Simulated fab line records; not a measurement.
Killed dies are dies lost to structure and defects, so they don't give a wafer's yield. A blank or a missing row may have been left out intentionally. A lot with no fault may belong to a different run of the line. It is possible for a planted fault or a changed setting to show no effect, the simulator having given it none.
Chamber matching | flow n5Finfet | N5_BEOL_M0_SAQP_CUT_ETCH_46 on rieDiel-02 has 4 sister chambers
The step etches SOC in N2/H2, target depth 135 nm, overetch 27 nm, time 202.5 s. 4 wafers are shown with their chamber, then 9 later ones without.

== WAFERS PAIRED WITH THEIR CHAMBERS ==
wafer  | chamber | drypumpMotorCurrentA (A)
L085.3 | 3       | 6.15
L088.1 | 1       | 5.97
L088.3 | 0       | 5.48
L088.6 | 2       | 5.95

== WAFERS WITH NO CHAMBER GIVEN ==
wafer  | drypumpMotorCurrentA (A)
L091.4 | 6.00
L091.5 | 6.15
L091.6 | 5.96
L094.1 | 6.16
L094.3 | 6.01
L094.5 | 6.01
L095.3 | 5.49
L095.4 | 5.99
L095.5 | 6.18

== WHICH CHAMBER EACH WENT THROUGH ==
wafer  | from the rows above     | in truth
L091.4 | can't be placed: 1 or 2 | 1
L091.5 | 3                       | 3
L091.6 | can't be placed: 1 or 2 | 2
L094.1 | 3                       | 3
L094.3 | can't be placed: 1 or 2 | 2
L094.5 | can't be placed: 1 or 2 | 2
L095.3 | 0                       | 0
L095.4 | can't be placed: 1 or 2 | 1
L095.5 | 3                       | 3
Correct placement for 4 of the 9. Cannot be placed on the basis of these rows: 5; the candidates contain the true chamber in 5. 0 placed wrongly.
How it was worked out, from the rows above alone: a wafer's distance from a chamber is the root of the sum, over the readings, of the square of ((its reading less the chamber's mean) divided by the reading's scatter). The wafer belongs to the nearest chamber; if the next one is less than 2 further off, it can't be placed. For every chamber, the mean is computed from those of its wafers that are shown. The scatter: root of mean squared gap, hidden wafer to nearest shown wafer, with one shown wafer a chamber.
